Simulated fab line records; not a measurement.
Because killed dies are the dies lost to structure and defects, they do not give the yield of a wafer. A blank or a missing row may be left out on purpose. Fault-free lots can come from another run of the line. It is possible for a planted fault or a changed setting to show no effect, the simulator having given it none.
Chamber matching    flow n5_finfet    4 sister chambers for N5_FIN_SAQP_FIN_ETCH_36 on rie_si-01
The step etches the open film in HBr/Cl2/O2, target depth 120 nm, time 50.4 s. 14 wafers are shown with their chamber, then 7 later ones without.

## EACH WAFER AND ITS CHAMBER
wafer   chamber  throttle_valve_pct (%)  drypump_motor_current_A (A)  oes_product_au (a.u.)
L075.2  1        36.11                   5.2                          1.005
L075.4  0        36.47                   4.9                          1.007
L075.5  2        35.68                   5.9                          0.952
L076.4  2        35.68                   5.9                          0.952
L076.5  1        36.11                   5.1                          1.000
L076.6  2        35.69                   5.8                          0.938
L081.1  3        36.37                   5.8                          0.993
L081.2  0        36.45                   4.9                          1.015
L081.4  1        36.09                   5.1                          1.003
L082.1  2        35.67                   5.9                          0.948
L082.3  0        36.46                   4.9                          1.024
L082.6  2        35.67                   5.9                          0.953
L085.1  3        36.36                   5.8                          0.994
L085.2  1        36.10                   5.1                          1.002

SIGNATURES, as means of the wafers listed above
reading                  chamber 0  chamber 1  chamber 2  chamber 3  scatter within a chamber
throttle_valve_pct       36.4600    36.1025    35.6780    36.3650    0.00897
drypump_motor_current_A  4.900      5.125      5.880      5.800      0.0394
oes_product_au           1.01533    1.00250    0.94860    0.99350    0.0056
Rule: for a wafer and a chamber, the distance is found by dividing, reading by reading, the gap between the wafer's reading and the chamber's mean by the reading's scatter, squaring, summing and taking the root. If the next closest chamber is less than 2 further off than the closest, the wafer can't be placed; otherwise it belongs to the closest. The scatter is the square root of a quotient: the sum, over the shown wafers, of each reading's squared deviation from its chamber's mean, divided by wafers minus chambers.

## WAFERS WITH NO CHAMBER GIVEN
wafer   throttle_valve_pct (%)  drypump_motor_current_A (A)  oes_product_au (a.u.)
L085.6  36.37                   5.8                          0.999
L086.3  36.38                   5.8                          0.994
L086.5  36.48                   4.9                          1.023
L086.6  36.09                   5.1                          1.009
L095.4  36.46                   4.9                          1.024
L095.5  36.38                   5.8                          0.988
L095.6  35.66                   5.9                          0.959

## EACH ONE'S CHAMBER
wafer   from the rows above  in truth
L085.6  3                    3
L086.3  3                    3
L086.5  0                    0
L086.6  1                    1
L095.4  0                    0
L095.5  3                    3
L095.6  2                    2
Correctly placed: 7 of 7. Left unplaced by these rows: 0. 0 placed wrongly.
